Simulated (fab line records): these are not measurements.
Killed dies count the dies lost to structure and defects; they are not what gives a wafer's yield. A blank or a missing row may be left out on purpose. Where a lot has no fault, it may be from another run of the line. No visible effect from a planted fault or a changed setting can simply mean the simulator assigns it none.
fab line records | flow nand_harc
record: lots: 13 | wafers: 39 | last_day: 34
route steps=1302 shown P_M0@273 HYBRID_BOND@1237 THIN_TSV@1259 END@1302
lots untouched by any fault: they come from a run of this same line in which no faults occurred
start_h: hours from the record's first day to the start of the lot's first wafer shown | wait_h: hours from the lot's prior step to this one | " unchanged from the row above | L1.1+2: a row that stands for several wafers | - either no value or no given start | * or withheld: withheld | < > ~ a bound
route shown NAME@n: names a module that has steps shown in the file, with the first one's number in the route | usual: mean and standard deviation over wafers with no fault | same: alike in all rows | chamber/n: place in a boat | sites: the reading at each site | _std_site: standard deviation of those values | _edge_site: mean of outer sites minus mean of inner sites | radius_mm: for every site, how far away it sits from the centre of the wafer | mask NAME#n: copy n | behind: the most recent tool/chamber to have shaped the wafer | hold: the reason the lot was held/the length of the hold in hours/how it ended | device: the n, p or np transistor that did not switch | end of line: the tests these same wafers got at the end of their route | a step with no rows: only its recipe | killed: the dies lost at the first sort to structure and to defects; this is not the yield of the wafer | map: per-die view of a wafer (x killed, . not killed, _ where there is no die)
set.NAME: the setting that was run; set.NAME@STEP: the one run at that earlier step | model.NAME: the simulator's own value behind a step, which no gauge read
one table for each step of the route and one row for each wafer, over a sample of lots
services: a tool's chamber out of use, with start hour (start_h, from the record's first day; less than 0 if before it), hours out, and reason
== steps ==
step: NHARC_P_M0_PRE_CLEAN_29
recipe: time_s: 30 | temp_c: 280 | gas: H2/He
usual: heater_power_w: 430/44
lot.wafer | tool           | chamber | start_h | wait_h | heater_power_w
L545.3    | pvd_sputter-03 | -       | 128.02  | -      | 394
L545.1    | "              | -       | "       | "      | 375
L545.6    | "              | -       | "       | "      | 398
L547.3    | pvd_sputter-02 | -       | 149.68  | -      | 485
L547.2    | "              | -       | "       | "      | 510
L547.5    | "              | -       | "       | "      | 481
L548.1    | pvd_sputter-01 | -       | 150.67  | -      | 461
L548.2    | "              | -       | "       | "      | 407
L548.3    | "              | -       | "       | "      | 469
L550.3    | pvd_sputter-02 | -       | 171.51  | -      | 422
L550.6    | "              | -       | "       | "      | 514
L550.5    | "              | -       | "       | "      | 431
L549.4    | pvd_sputter-02 | -       | 172.11  | -      | 506
L549.2    | "              | -       | "       | "      | 430
L549.6    | "              | -       | "       | "      | 503
L555.3    | pvd_sputter-02 | -       | 223.16  | -      | 499
L555.6    | "              | -       | "       | "      | 431
L555.5    | "              | -       | "       | "      | 485
L558.1    | pvd_sputter-02 | -       | 251.08  | -      | 413
L558.3    | "              | -       | "       | "      | 488
L558.6    | "              | -       | "       | "      | 497
L559.4    | pvd_sputter-02 | -       | 267.53  | -      | 437
L559.6    | "              | -       | "       | "      | 499
L559.5    | "              | -       | "       | "      | 421
L562.3    | pvd_sputter-01 | -       | 291.71  | -      | 464
L562.6    | "              | -       | "       | "      | 474
L562.5    | "              | -       | "       | "      | 455
L563.3    | pvd_sputter-03 | -       | 298.92  | -      | 436
L563.6    | "              | -       | "       | "      | 362
L563.5    | "              | -       | "       | "      | 441
L566.3    | pvd_sputter-03 | -       | 342.04  | -      | 399
L566.2    | "              | -       | "       | "      | 357
L566.5    | "              | -       | "       | "      | 399
L567.3    | pvd_sputter-01 | -       | 344.81  | -      | 411
L567.2    | "              | -       | "       | "      | 465
L567.1    | "              | -       | "       | "      | 391
L568.4    | pvd_sputter-02 | -       | 355.97  | -      | 424
L568.2    | "              | -       | "       | "      | 429
L568.6    | "              | -       | "       | "      | 479
step: NHARC_HYBRID_BOND_ACTIVATE_00
recipe: time_s: 60 | n2_flow_sccm: 200 | ar_flow_sccm: 0 | bias_power_w: 0 | chemistry: N2
usual: drypump_motor_current_A: 5.4/0.44 | oes_product_au: 1.002/0.014 | rf_vpp_V: 64.2/0.82 | showerhead_plenum_p_Torr: 1.78/0.059
lot.wafer | tool        | chamber | start_h | wait_h | drypump_motor_current_A | oes_product_au | rf_hours_counter_h | rf_vpp_V | showerhead_plenum_p_Torr
L545.1    | rie_diel-10 | 2       | 543.98  | 0.1    | 4.7                     | 0.997          | 9                  | 64.0     | 1.71
L545.3    | "           | 1       | "       | "      | 5.5                     | 1.000          | 9                  | 65.2     | 1.81
L545.6    | "           | 1       | "       | "      | 5.5                     | 0.998          | -                  | 65.1     | 1.82
L548.1    | rie_diel-10 | 1       | 560.54  | 0.1    | 5.4                     | 1.002          | 12                 | 64.3     | 1.81
L548.3    | "           | 2       | "       | "      | 4.7                     | 0.997          | 12                 | 64.0     | 1.71
L548.2    | "           | 3       | "       | "      | 5.7                     | 1.014          | 12                 | 63.0     | 1.76
L547.3    | rie_diel-10 | 0       | 561.91  | 0.1    | 5.8                     | 1.011          | 11                 | 64.7     | 1.85
L547.2    | "           | 2       | "       | "      | 4.7                     | 0.986          | 12                 | 63.7     | 1.71
L547.5    | "           | 0       | "       | "      | 5.8                     | 1.004          | -                  | 64.8     | 1.85
L549.2    | rie_diel-10 | 1       | 570.23  | 0.1    | 5.4                     | 0.999          | 13                 | 64.2     | 1.81
L549.4    | "           | 3       | "       | "      | 5.7                     | 1.020          | 13                 | 62.6     | 1.76
L549.6    | "           | 1       | "       | "      | 5.4                     | 1.002          | -                  | 65.0     | 1.81
L550.3    | rie_diel-09 | 2       | 588.31  | 0.1    | 6.2                     | 0.975          | 27                 | 64.1     | 1.81
L550.6    | "           | 0       | "       | "      | 6.0                     | 0.977          | -                  | 65.2     | 1.88
L550.5    | "           | 1       | "       | "      | 5.9                     | 0.983          | -                  | 64.3     | 1.69
L555.3    | rie_diel-10 | 0       | 623.82  | 0.1    | 5.8                     | 1.008          | 1                  | 65.4     | 1.85
L555.5    | "           | 2       | "       | "      | 4.7                     | 0.980          | -                  | 64.8     | 1.71
L555.6    | "           | 3       | "       | "      | 5.7                     | 0.996          | -                  | 63.1     | 1.76
L558.3    | rie_diel-10 | 1       | 655.92  | 0.1    | 5.5                     | 1.020          | 4                  | 63.6     | 1.81
L558.1    | "           | 0       | "       | "      | 5.8                     | 1.018          | 4                  | 63.2     | 1.85
L558.6    | "           | 1       | "       | "      | 5.5                     | 1.024          | -                  | 65.6     | 1.81
L559.4    | rie_diel-10 | 0       | 679.38  | 0.1    | 5.9                     | 1.001          | 6                  | 65.3     | 1.85
L559.6    | "           | 1       | "       | "      | 5.4                     | 1.009          | -                  | 65.8     | 1.81
L559.5    | "           | 2       | "       | "      | 4.7                     | 0.987          | -                  | 62.8     | 1.71
L562.3    | rie_diel-10 | 2       | 697.29  | 0.1    | 4.7                     | 0.973          | 7                  | 63.5     | 1.71
L562.6    | "           | 1       | "       | "      | 5.4                     | 1.021          | -                  | 64.1     | 1.81
L562.5    | "           | 2       | "       | "      | 4.7                     | 0.996          | -                  | 63.9     | 1.71
L563.3    | rie_diel-10 | 3       | 708.88  | 0.1    | 5.7                     | 1.009          | 8                  | 63.8     | 1.76
L563.6    | "           | 1       | "       | "      | 5.5                     | 1.020          | -                  | 65.1     | 1.81
L563.5    | "           | 2       | "       | "      | 4.7                     | 0.998          | -                  | 64.1     | 1.71
L566.2    | rie_diel-13 | 1       | 745.26  | 0.1    | 5.8                     | 0.979          | 16                 | 65.1     | 1.91
L566.3    | "           | 2       | "       | "      | 5.2                     | 1.014          | 15                 | 64.0     | 1.80
L566.5    | "           | 3       | "       | "      | 5.2                     | 0.997          | -                  | 64.6     | 1.85
L567.3    | rie_diel-10 | 2       | 753.58  | 0.1    | 4.7                     | 0.982          | 12                 | 64.0     | 1.71
L567.1    | "           | 3       | "       | "      | 5.7                     | 0.993          | 12                 | 62.2     | 1.76
L567.2    | "           | 0       | "       | "      | 5.8                     | 0.992          | 12                 | 63.7     | 1.84
L568.2    | rie_diel-09 | 3       | 775.62  | 0.1    | 5.3                     | 1.017          | 31                 | 63.6     | 1.69
L568.4    | "           | 0       | "       | "      | 6.0                     | 1.005          | 31                 | 65.6     | 1.86
L568.6    | "           | 3       | "       | "      | 5.4                     | 1.019          | -                  | 64.4     | 1.69
step: NHARC_THIN_TSV_CD_MEAS_12
recipe: target_cd_nm: 1000 | landing_energy_ev: 500
usual: cd_nm: 999.2/2.3
lot.wafer | tool      | chamber | start_h | wait_h | cd_nm
L545.1    | cd_sem-02 | 0       | 559.38  | -      | 1002.4
L545.3    | "         | 0       | "       | "      | 998.9
L545.6    | "         | 0       | "       | "      | 994.5
L548.1    | cd_sem-03 | 0       | 572.56  | -      | 999.4
L548.2    | "         | 0       | "       | "      | 1000.8
L548.3    | "         | 0       | "       | "      | 999.2
L547.2    | cd_sem-03 | 0       | 573.64  | -      | 1000.0
L547.3    | "         | 0       | "       | "      | 1001.2
L547.5    | "         | 0       | "       | "      | 999.5
L549.2    | cd_sem-02 | 0       | 582.42  | -      | 1001.1
L549.4    | "         | 0       | "       | "      | 998.1
L549.6    | "         | 0       | "       | "      | 1000.1
L550.3    | cd_sem-01 | 0       | 600.47  | -      | 996.0
L550.5    | "         | 0       | "       | "      | 995.4
L550.6    | "         | 0       | "       | "      | 1002.9
L555.3    | cd_sem-03 | 0       | 635.82  | -      | 1001.5
L555.5    | "         | 0       | "       | "      | 995.6
L555.6    | "         | 0       | "       | "      | 1001.1
L558.1    | cd_sem-01 | 0       | 668.16  | -      | 1003.0
L558.3    | "         | 0       | "       | "      | 1000.7
L558.6    | "         | 0       | "       | "      | 1001.5
L559.4    | cd_sem-03 | 0       | 691.37  | -      | 994.2
L559.5    | "         | 0       | "       | "      | 993.4
L559.6    | "         | 0       | "       | "      | 1000.9
L562.3    | cd_sem-01 | 0       | 712.29  | -      | 998.6
L562.5    | "         | 0       | "       | "      | 998.3
L562.6    | "         | 0       | "       | "      | 1000.3
L563.3    | cd_sem-03 | 0       | 720.93  | -      | 999.1
L563.5    | "         | 0       | "       | "      | 995.1
L563.6    | "         | 0       | "       | "      | 1000.1
L566.2    | cd_sem-02 | 0       | 758.33  | -      | 1000.8
L566.3    | "         | 0       | "       | "      | 997.0
L566.5    | "         | 0       | "       | "      | 995.7
L567.1    | cd_sem-02 | 0       | 766.00  | -      | 1000.1
L567.2    | "         | 0       | "       | "      | 1002.7
L567.3    | "         | 0       | "       | "      | 1000.2
L568.2    | cd_sem-01 | 0       | 787.62  | -      | 999.6
L568.4    | "         | 0       | "       | "      | 994.6
L568.6    | "         | 0       | "       | "      | 997.8
step: NHARC_END_SORT_01
recipe: temp_c: 25
usual: defect_limited_yield: 91.4/2.4 | killed_at_array: 54/17 | killed_at_other: 0.7/1 | killed_at_periphery: 3.7/2.9 | killed_dies: 58/16 | killed_open: 3.2/1.9 | killed_short: 2.2/1.5 | sort_bin_2_pct: 3.1/1.1 | sort_bin_3_pct: 0.6/0.33 | sort_bin_4_pct: 4.9/1.4 | sort_n_pass: 619/16 | sort_rim_yield_pct: 94/3.8 | sort_yield_pct: 91.4/2.4
same: gross_dies: 677 | sort_bin_5_pct[%]: 0 | sort_bin_6_pct[%]: 0 | sort_bin_7_pct[%]: 0 | sort_bin_8_pct[%]: 0 | sort_rim_n_gross: 106.00
lot.wafer | tool      | chamber | start_h | wait_h | defect_limited_yield[%] | killed_at_array | killed_at_other | killed_at_periphery | killed_dies | killed_open | killed_short | sort_bin_2_pct[%] | sort_bin_3_pct[%] | sort_bin_4_pct[%] | sort_n_pass | sort_rim_yield_pct[%] | sort_yield_pct[%]
L558.1    | prober-01 | 0       | 683.27  | 2.5    | 91.1                    | 49              | 0               | 11                  | 60          | 1           | 4            | 3.8               | 0.3               | 4.7               | 617         | 93                    | 91.1
L558.3    | prober-01 | 0       | 684.87  | 3.1    | 81.5                    | 39              | 0               | 86                  | 125         | 3           | 2            | 9.2               | 3.4               | 5.9               | 552         | 87                    | 81.5
L558.6    | prober-01 | 0       | 687.27  | 4.0    | 92.2                    | 45              | 0               | 8                   | 53          | 3           | 4            | 2.5               | 0.3               | 5.0               | 624         | 95                    | 92.2
L559.4    | prober-01 | 0       | 708.59  | 3.3    | 94.1                    | 33              | 0               | 7                   | 40          | 5           | 3            | 1.6               | 0.3               | 4.0               | 637         | 90                    | 94.1
L559.5    | prober-01 | 0       | 709.38  | 3.6    | 92.0                    | 48              | 0               | 6                   | 54          | 4           | 6            | 2.4               | 0.1               | 5.5               | 623         | 95                    | 92.0
L559.6    | prober-01 | 0       | 710.16  | 3.9    | 82.0                    | 43              | 0               | 79                  | 122         | 8           | 2            | 6.1               | 4.4               | 7.5               | 555         | 77                    | 82.0
L562.3    | prober-01 | 0       | 728.34  | 3.1    | 92.2                    | 50              | 0               | 3                   | 53          | 2           | 1            | 2.1               | 1.0               | 4.7               | 624         | 87                    | 92.2
L562.5    | prober-01 | 0       | 729.94  | 3.7    | 90.4                    | 59              | 0               | 6                   | 65          | 4           | 5            | 3.0               | 0.9               | 5.8               | 612         | 91                    | 90.4
L562.6    | prober-01 | 0       | 730.74  | 4.0    | 87.7                    | 71              | 0               | 12                  | 83          | 7           | 1            | 5.0               | 0.7               | 6.5               | 594         | 87                    | 87.7
killed by level:class
L558.1 A_CHANNEL_HOLE_D2:chamber_film_flake=25 A_CONTACT:chamber_film_flake=6 P_GATE:chamber_film_flake=4 A_CHANNEL_HOLE_D1:chamber_film_flake=4 A_STAIRCASE:chamber_film_flake=4 P_M1:chamber_film_flake=3 P_STI:chamber_film_flake=2 A_SLIT:chamber_film_flake=2
L558.3 P_M0:unspecified=75 A_CHANNEL_HOLE_D2:chamber_film_flake=14 A_CHANNEL_HOLE_D1:chamber_film_flake=9 P_M1:chamber_film_flake=4 A_STAIRCASE:chamber_film_flake=4 A_CONTACT:chamber_film_flake=3 P_ZERO_WELL:chamber_film_flake=2 A_M1:chamber_film_flake=2
L558.6 A_CHANNEL_HOLE_D2:chamber_film_flake=13 A_STAIRCASE:chamber_film_flake=9 A_CHANNEL_HOLE_D1:chamber_film_flake=5 A_CONTACT:chamber_film_flake=5 A_SLIT:chamber_film_flake=3 A_M1:chamber_film_flake=3 A_WL_FILL:geometric_particle:short=2 P_GATE:chamber_film_flake=2
L559.4 A_CHANNEL_HOLE_D2:chamber_film_flake=12 A_CONTACT:chamber_film_flake=6 P_GATE:chamber_film_flake=3 A_WL_FILL:geometric_particle:short=2 P_ZERO_WELL:chamber_film_flake=2 A_SLIT:chamber_film_flake=2 A_BONDPAD:chamber_film_flake=2 P_STI:geometric_particle:open=1
L559.5 A_CHANNEL_HOLE_D2:chamber_film_flake=20 A_CONTACT:chamber_film_flake=8 A_CHANNEL_HOLE_D1:chamber_film_flake=7 P_BONDPAD:chamber_film_flake=3 A_SLIT:chamber_film_flake=3 A_WL_FILL:geometric_particle:short=2 A_WL_FILL:geometric_particle:open=2 P_CONTACT:geometric_particle:short=1
L559.6 P_M0:unspecified=75 A_CHANNEL_HOLE_D2:chamber_film_flake=12 A_SLIT:chamber_film_flake=6 A_CHANNEL_HOLE_D1:chamber_film_flake=5 A_CONTACT:chamber_film_flake=5 A_STAIRCASE:chamber_film_flake=3 A_CONTACT:geometric_particle:open=2 A_BLC:geometric_particle:open=2
L562.3 A_SLIT:chamber_film_flake=15 A_CHANNEL_HOLE_D1:chamber_film_flake=9 A_CONTACT:chamber_film_flake=9 A_CHANNEL_HOLE_D2:chamber_film_flake=8 A_STAIRCASE:chamber_film_flake=7 P_CONTACT:geometric_particle:open=1 P_M0:geometric_particle:short=1 A_BLC:geometric_particle:open=1
L562.5 A_CHANNEL_HOLE_D2:chamber_film_flake=18 A_SLIT:chamber_film_flake=15 A_CONTACT:chamber_film_flake=6 A_CHANNEL_HOLE_D1:chamber_film_flake=5 A_STAIRCASE:chamber_film_flake=4 A_CHANNEL_FILL_D2:chamber_film_flake=3 A_WL_FILL:geometric_particle:short=2 A_BLC:geometric_particle:short=2
L562.6 A_SLIT:chamber_film_flake=26 A_CHANNEL_HOLE_D2:chamber_film_flake=15 A_CONTACT:chamber_film_flake=10 A_CHANNEL_HOLE_D1:chamber_film_flake=6 A_STAIRCASE:chamber_film_flake=5 P_GATE:chamber_film_flake=4 P_ZERO_WELL:chamber_film_flake=3 A_DECK1_JOINT:chamber_film_flake=3
== services ==
tool           | chamber | start_h | hours | kind
pvd_sputter-02 | -       | 104.03  | 10.0  | pm
rie_diel-10    | 2       | 109.86  | 3.8   | repair
pvd_sputter-02 | -       | 114.97  | 1.8   | repair
rie_diel-10    | 3       | 163.38  | 8.2   | repair
pvd_sputter-03 | -       | 170.00  | 10.0  | pm
rie_diel-10    | 2       | 171.16  | 11.7  | repair
rie_diel-10    | 3       | 175.32  | 6.7   | repair
pvd_sputter-01 | -       | 226.03  | 10.0  | pm
rie_diel-10    | -       | 242.69  | 9.0   | pm
pvd_sputter-02 | -       | 282.03  | 10.0  | pm
rie_diel-10    | 3       | 342.48  | 11.4  | repair
pvd_sputter-02 | -       | 342.53  | 5.0   | repair
rie_diel-10    | -       | 419.69  | 9.0   | pm
pvd_sputter-02 | -       | 445.24  | 3.1   | repair
pvd_sputter-02 | -       | 460.03  | 10.0  | pm
rie_diel-10    | -       | 501.69  | 1.4   | repair
rie_diel-10    | 0       | 540.50  | 9.2   | repair
rie_diel-10    | -       | 596.74  | 9.0   | pm
pvd_sputter-02 | -       | 638.03  | 10.0  | pm
rie_diel-10    | 1       | 714.40  | 1.3   | repair
rie_diel-10    | 0       | 741.20  | 4.1   | repair
rie_diel-10    | 3       | 746.76  | 6.1   | repair
rie_diel-10    | -       | 759.68  | 2.5   | repair
rie_diel-10    | -       | 773.74  | 9.0   | pm
== key ==
first_sign: step: NHARC_END_SORT_01 | reading: killed_at_periphery | direction: up | sigmas: 28 | usual: 3.7 | struck: 82.5
effect: step: NHARC_END_SORT_01 | reading: killed_dies | direction: up | sigmas: 4 | usual: 58 | struck: 124
more_kills_born_at: NHARC_P_M0_PRE_CLEAN_29@pvd_sputter-02: 150
met_at NHARC_P_M0_PRE_CLEAN_29
struck_lots L558,L559
struck_wafers L558.3,L559.6
not_acting_at NHARC_HYBRID_BOND_ACTIVATE_00,NHARC_THIN_TSV_CD_MEAS_12
onset_between 223.16 251.08
fault: kind: chamber_particle_source | tool: pvd_sputter-02 | chamber: - | onset_h: 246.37 | steps: NHARC_P_M0_PRE_CLEAN_29 | rate_per_visit_cm2: 0.8449 | end_h: 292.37 | scope: struck_wafers_only
